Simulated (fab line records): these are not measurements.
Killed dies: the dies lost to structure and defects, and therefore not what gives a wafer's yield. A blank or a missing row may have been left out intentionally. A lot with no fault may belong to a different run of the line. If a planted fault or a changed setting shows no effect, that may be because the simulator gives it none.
Matching of chambers | flow n5Finfet | N5_BEOL_M0_SAQP_MANDREL_ETCH_103 on rieSi-03: 4 sister chambers
The step etches a-Si in HBr/Cl2, stops on SiCN, target depth 45 nm, bt time 10 s, time 27 s. 14 wafers are shown with their chamber, then 7 later ones without.

== WAFERS PAIRED WITH THEIR CHAMBERS ==
wafer  | chamber | throttleValvePct (%) | drypumpMotorCurrentA (A) | oesProductAu (a.u.)
L078.2 | 3       | 34.9                 | 4.9                      | 0.665
L078.3 | 1       | 35.7                 | 6.2                      | 0.686
L078.6 | 1       | 35.8                 | 6.2                      | 0.698
L081.3 | 3       | 34.9                 | 4.9                      | 0.670
L081.4 | 0       | 35.8                 | 5.6                      | 0.702
L081.5 | 0       | 35.8                 | 5.6                      | 0.698
L084.1 | 0       | 35.8                 | 5.6                      | 0.690
L084.2 | 1       | 35.8                 | 6.2                      | 0.692
L084.3 | 3       | 34.9                 | 4.9                      | 0.655
L087.2 | 2       | 35.0                 | 6.2                      | 0.681
L087.4 | 0       | 35.8                 | 5.5                      | 0.699
L087.6 | 2       | 35.0                 | 6.3                      | 0.691
L090.2 | 3       | 34.9                 | 4.9                      | 0.667
L090.4 | 1       | 35.8                 | 6.2                      | 0.690

SIGNATURES (means of the wafers above)
reading              | chamber 0 | chamber 1 | chamber 2 | chamber 3 | scatter within a chamber
throttleValvePct     | 35.800    | 35.775    | 35.000    | 34.900    | 0.0274
drypumpMotorCurrentA | 5.575     | 6.200     | 6.250     | 4.900     | 0.0354
oesProductAu         | 0.69725   | 0.69150   | 0.68600   | 0.66425   | 0.00575
Rule: a wafer lies at a distance from a chamber equal to the root of the sum of squares, over the readings, of (its reading less the chamber's mean, divided by the reading's scatter). If the next closest chamber is less than 2 further off than the closest, the wafer can't be placed; otherwise it belongs to the closest. How the scatter is found: for the shown wafers, subtract from each reading the mean of its chamber, square and add these, divide the total by (wafers less chambers), then take the root.

== WAFERS MISSING THEIR CHAMBER ==
wafer  | throttleValvePct (%) | drypumpMotorCurrentA (A) | oesProductAu (a.u.)
L090.5 | 35.8                 | 6.2                      | 0.693
L094.1 | 35.0                 | 6.2                      | 0.673
L094.2 | 34.9                 | 4.9                      | 0.666
L094.5 | 35.8                 | 5.6                      | 0.693
L097.2 | 35.8                 | 6.2                      | 0.686
L097.3 | 35.8                 | 5.6                      | 0.698
L097.4 | 35.0                 | 6.3                      | 0.679

== WHICH CHAMBER EACH WENT THROUGH ==
wafer  | from the rows above | in truth
L090.5 | 1                   | 1
L094.1 | 2                   | 2
L094.2 | 3                   | 3
L094.5 | 0                   | 0
L097.2 | 1                   | 1
L097.3 | 0                   | 0
L097.4 | 2                   | 2
Placed correctly: 7 of 7. From these rows, 0 cannot be placed. Wrongly placed: 0.
